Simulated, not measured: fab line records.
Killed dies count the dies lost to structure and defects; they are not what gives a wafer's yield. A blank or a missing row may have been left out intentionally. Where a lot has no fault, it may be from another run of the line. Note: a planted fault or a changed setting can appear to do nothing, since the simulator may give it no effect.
3 desks looking at one fault	flow n5_finfet	numbers are kept per desk, each desk with only its own; the story behind them comes last

## FOR THE TOOL OWNER'S DESK: rie_diel-05
The tool's own readings at N5_BEOL_M3_VIA_ETCH_34 (etches the open film in C4F6/O2, target depth 69.4 nm, time 65.9 s): means of the sampled wafers that have a number, for each lot that ran on this tool. If a lot's mean is further than 4 standard deviations from the usual mean, the lot is out of limits and carries the mark OUT (the distance appears in the brackets). Only the readings that lie furthest out on some lot appear, 7 of the 8 it has.
Columns: A = oes_ar_750_au at N5_BEOL_M3_VIA_ETCH_34, usual 0.77 a.u.; B = oes_f_703_au at N5_BEOL_M3_VIA_ETCH_34, usual 0.76 a.u.; C = oes_o_777_au at N5_BEOL_M3_VIA_ETCH_34, usual 0.76 a.u.; D = oes_product_au at N5_BEOL_M3_VIA_ETCH_34, usual 0.77 a.u.; E = rf_vpp_V at N5_BEOL_M3_VIA_ETCH_34, usual 670 V; F = showerhead_plenum_p_Torr at N5_BEOL_M3_VIA_ETCH_34, usual 2.85 Torr; G = throttle_valve_pct at N5_BEOL_M3_VIA_ETCH_34, usual 30.70 %
lot	first seen here	A	B	C	D	E	F	G
L464	day 9 03:32	0.84	0.84	0.84	0.84	668	2.91	30.62
L466	day 10 16:17	0.73	0.73	0.71	0.68	664	2.83	30.53
This desk's finding: nothing out of limits on any of the 2 lots.

## METROLOGY DESK
Means of the sampled wafers that have a number, per lot and without regard to the tool the lot ran on: this is what the gauges read. If a lot's mean is further than 4 standard deviations from the usual mean, the lot is out of limits and carries the mark OUT (the distance appears in the brackets). Only the readings that lie furthest out on some lot appear, 7 of the 12 it has.
Columns: A = cd_nm at N5_BEOL_M3_CD_MEAS_28, usual 25.64 nm; B = V2_OVL at N5_BEOL_M3_OVL_MEAS_29, usual -0.1 nm; C = IOFF_P at N5_BEOL_M4_RC_MEAS_101, usual 0.19 nA/um; D = ION_P at N5_BEOL_M4_RC_MEAS_101, usual 460 uA/um; E = SS_N at N5_BEOL_M4_RC_MEAS_101, usual 71.3 mV/dec; F = SS_P at N5_BEOL_M4_RC_MEAS_101, usual 73.0 mV/dec; G = VT_P at N5_BEOL_M4_RC_MEAS_101, usual -251.5 mV
lot	first seen here	A	B	C	D	E	F	G
L456	day 8 09:35	25.61	-0.4	0.17	457	70.7	73.3	-252.1
L464	day 9 02:53	25.60	-0.8	0.23	474	71.4	73.5	-246.9
L466	day 9 15:58	25.85	0.7	0.24	472	71.6	73.6	-246.8
L471	day 11 14:20	25.81	-0.4	0.20	455	71.4	73.3	-252.1
L476	day 12 11:59	25.21	0.3	0.20	462	71.2	72.9	-250.3
This desk's finding: nothing out of limits on any of the 5 lots.

## THE DEFECT DESK
What the inspections along the route counted, lot by lot: means of the sampled wafers that have a number. If a lot's mean is further than 4 standard deviations from the usual mean, the lot is out of limits and carries the mark OUT (the distance appears in the brackets).
Columns: A = raw_defect_count at N5_BEOL_M3_INSPECT_30, usual 428
lot	first seen here	A
L456	day 8 09:40	382
L464	day 9 02:58	441
L466	day 9 16:04	623
L471	day 11 14:25	518
L476	day 12 12:04	511
This desk's finding: nothing out of limits on any of the 5 lots.

## ALL TOGETHER
The desk of the tool owner found nothing out of limits.
From the metrology desk's view, nothing was out of limits.
Nothing out of limits was seen by the defect desk.

## WHAT HAD BEEN PUT IN BY THE SIMULATOR
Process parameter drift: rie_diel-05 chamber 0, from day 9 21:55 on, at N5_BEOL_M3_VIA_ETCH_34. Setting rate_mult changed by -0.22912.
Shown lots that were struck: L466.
